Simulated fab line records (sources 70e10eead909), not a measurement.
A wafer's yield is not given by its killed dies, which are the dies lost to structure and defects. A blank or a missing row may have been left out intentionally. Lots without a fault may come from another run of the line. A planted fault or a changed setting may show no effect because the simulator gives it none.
What tool caused it? | flow nand_harc | 6 lots, 18 wafers sampled, at 5 steps of a route of 1302

== WHAT THE GAUGES READ, wafer by wafer ==
NHARC_END_SORT_01.
lot  | measured     | on        | killed_at_array
L114 | day 29 19:08 | prober-02 | 664 664 667
L123 | day 31 18:24 | prober-02 | 53 62 68
L125 | day 31 23:48 | prober-02 | 80 70 68
L127 | day 32 17:38 | prober-01 | 75 68 51

== WHICH TOOL RAN EACH LOT (tool, then ch and the chambers of the sampled wafers, then the start) ==
lot  | NHARC_P_BONDPAD_STRIP_15           | NHARC_P_BONDPAD_ANNEAL_28        | NHARC_P_BONDPAD_ACTIVATE_29        | NHARC_A_ZERO_WELL_ETCH_13
L112 | rie_diel-11 ch 0,1,2, day 10 19:57 | rtp_anneal-02 ch 0, day 10 21:25 | rie_diel-13 ch 0,1,3, day 10 22:22 | rie_si-05 ch 0,3, day 10 23:58
L114 | rie_diel-13 ch 1,3, day 11 03:50   | rtp_anneal-02 ch 0, day 11 05:48 | rie_diel-13 ch 1,3, day 11 06:41   | rie_si-06 ch 0,1, day 11 08:19
L123 | rie_diel-11 ch 2,3, day 12 16:44   | rtp_anneal-02 ch 0, day 12 18:13 | rie_diel-13 ch 0,1,3, day 12 19:01 | rie_si-01 ch 0,1,2, day 12 20:39
L125 | rie_diel-13 ch 0,3, day 13 12:13   | rtp_anneal-02 ch 0, day 13 13:29 | rie_diel-02 ch 1,2,3, day 13 14:28 | rie_si-01 ch 0,1,3, day 13 16:03
L127 | rie_diel-02 ch 1,2,3, day 14 08:34 | rtp_anneal-01 ch 0, day 14 09:51 | rie_diel-13 ch 0,1,2, day 14 10:49 | rie_si-05 ch 0,3, day 14 12:23
L131 | rie_diel-02 ch 1,3, day 16 02:59   | rtp_anneal-01 ch 0, day 16 04:18 | rie_diel-02 ch 0,2,3, day 16 05:11 | rie_si-06 ch 1,2,3, day 16 06:40
- NHARC_P_BONDPAD_STRIP_15: strips in O2.
- NHARC_P_BONDPAD_ANNEAL_28: time 90 s.
- NHARC_P_BONDPAD_ACTIVATE_29: chemistry N2, time 60 s.
- NHARC_A_ZERO_WELL_ETCH_13: etches the open film in HBr/Cl2, target depth 120 nm, time 40.1 s.

== THE ANSWER, worked out from the rows above alone ==
Rule: usual is defined by the lots themselves. The widest of any qualifying gaps counts: lots, ordered by their means at a reading, are off when they make up no more than a third of the lots, leave a main group of 4 or more, and stand apart from it by 3 or more times the standard deviation of that group's means. Not used: any main group whose means are identical at the precision the tables above print for the reading. A lot without any number at a reading at which 4 lots or more have one is off too. The other lots that the step has rows for count as sound.
No lot is off on any of the readings shown, so nothing can be concluded from this.

== WHAT THE SIMULATOR HAD INSERTED ==
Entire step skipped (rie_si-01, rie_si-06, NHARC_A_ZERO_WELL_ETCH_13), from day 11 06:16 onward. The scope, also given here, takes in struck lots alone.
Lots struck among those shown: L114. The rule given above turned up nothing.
